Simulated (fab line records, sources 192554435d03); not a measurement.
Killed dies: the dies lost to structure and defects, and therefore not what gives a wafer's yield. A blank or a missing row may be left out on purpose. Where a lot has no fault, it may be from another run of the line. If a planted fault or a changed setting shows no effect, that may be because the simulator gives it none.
Chamber matching / flow n5_finfet / rie_diel-03 running N5_MOL_CONTACT_COAG_ETCHBACK_134: 4 sister chambers
The step etches SiO2 in CHF3, target depth 10 nm, time 6.7 s. 14 wafers are shown with their chamber, then 7 later ones without.

## WAFERS WITH THEIR CHAMBER
wafer=L509.1; chamber=1; showerhead_plenum_p_Torr (Torr)=2.35; rf_vpp_V (V)=517; oes_product_au (a.u.)=0.91
wafer=L509.4; chamber=3; showerhead_plenum_p_Torr (Torr)=2.33; rf_vpp_V (V)=511; oes_product_au (a.u.)=0.71
wafer=L509.6; chamber=1; showerhead_plenum_p_Torr (Torr)=2.35; rf_vpp_V (V)=517; oes_product_au (a.u.)=0.91
wafer=L511.1; chamber=1; showerhead_plenum_p_Torr (Torr)=2.35; rf_vpp_V (V)=515; oes_product_au (a.u.)=0.90
wafer=L511.3; chamber=3; showerhead_plenum_p_Torr (Torr)=2.33; rf_vpp_V (V)=510; oes_product_au (a.u.)=0.71
wafer=L511.5; chamber=2; showerhead_plenum_p_Torr (Torr)=2.44; rf_vpp_V (V)=518; oes_product_au (a.u.)=0.93
wafer=L512.1; chamber=1; showerhead_plenum_p_Torr (Torr)=2.35; rf_vpp_V (V)=516; oes_product_au (a.u.)=0.89
wafer=L512.2; chamber=3; showerhead_plenum_p_Torr (Torr)=2.33; rf_vpp_V (V)=513; oes_product_au (a.u.)=0.71
wafer=L512.4; chamber=2; showerhead_plenum_p_Torr (Torr)=2.44; rf_vpp_V (V)=519; oes_product_au (a.u.)=0.92
wafer=L513.1; chamber=3; showerhead_plenum_p_Torr (Torr)=2.33; rf_vpp_V (V)=510; oes_product_au (a.u.)=0.70
wafer=L513.3; chamber=1; showerhead_plenum_p_Torr (Torr)=2.35; rf_vpp_V (V)=516; oes_product_au (a.u.)=0.89
wafer=L513.4; chamber=1; showerhead_plenum_p_Torr (Torr)=2.35; rf_vpp_V (V)=516; oes_product_au (a.u.)=0.89
wafer=L518.1; chamber=0; showerhead_plenum_p_Torr (Torr)=2.43; rf_vpp_V (V)=531; oes_product_au (a.u.)=0.94
wafer=L518.4; chamber=2; showerhead_plenum_p_Torr (Torr)=2.43; rf_vpp_V (V)=518; oes_product_au (a.u.)=0.89

SIGNATURES (means of the wafers above)
reading=showerhead_plenum_p_Torr; chamber 0=2.4300; chamber 1=2.3500; chamber 2=2.4367; chamber 3=2.3300; scatter within a chamber=0.00258
reading=rf_vpp_V; chamber 0=531.00; chamber 1=516.17; chamber 2=518.33; chamber 3=511.00; scatter within a chamber=0.975
reading=oes_product_au; chamber 0=0.9400; chamber 1=0.8983; chamber 2=0.9133; chamber 3=0.7075; scatter within a chamber=0.0119
Rule: for a wafer and a chamber, the distance is found by dividing, reading by reading, the gap between the wafer's reading and the chamber's mean by the reading's scatter, squaring, summing and taking the root. The wafer belongs to the nearest chamber; if the next one is less than 2 further off, it can't be placed. The scatter: the root of (the sum of the squares of (reading less its chamber's mean) over the shown wafers, divided by (wafers less chambers)).

## WAFERS WITH NO CHAMBER GIVEN
wafer=L518.5; showerhead_plenum_p_Torr (Torr)=2.33; rf_vpp_V (V)=511; oes_product_au (a.u.)=1.01
wafer=L523.3; showerhead_plenum_p_Torr (Torr)=2.32; rf_vpp_V (V)=510; oes_product_au (a.u.)=0.96
wafer=L523.4; showerhead_plenum_p_Torr (Torr)=2.34; rf_vpp_V (V)=516; oes_product_au (a.u.)=0.85
wafer=L523.6; showerhead_plenum_p_Torr (Torr)=2.43; rf_vpp_V (V)=517; oes_product_au (a.u.)=0.87
wafer=L530.1; showerhead_plenum_p_Torr (Torr)=2.34; rf_vpp_V (V)=515; oes_product_au (a.u.)=0.83
wafer=L530.2; showerhead_plenum_p_Torr (Torr)=2.42; rf_vpp_V (V)=529; oes_product_au (a.u.)=0.88
wafer=L530.6; showerhead_plenum_p_Torr (Torr)=2.42; rf_vpp_V (V)=529; oes_product_au (a.u.)=0.88

## THE CHAMBER EACH PASSED THROUGH
wafer=L518.5; from the rows above=1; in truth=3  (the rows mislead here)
wafer=L523.3; from the rows above=1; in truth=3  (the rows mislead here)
wafer=L523.4; from the rows above=1; in truth=1
wafer=L523.6; from the rows above=2; in truth=2
wafer=L530.1; from the rows above=1; in truth=1
wafer=L530.2; from the rows above=0; in truth=0
wafer=L530.6; from the rows above=0; in truth=0
Placed correctly: 5 of 7. Not placeable from these rows: 0. Number placed wrongly: 2.
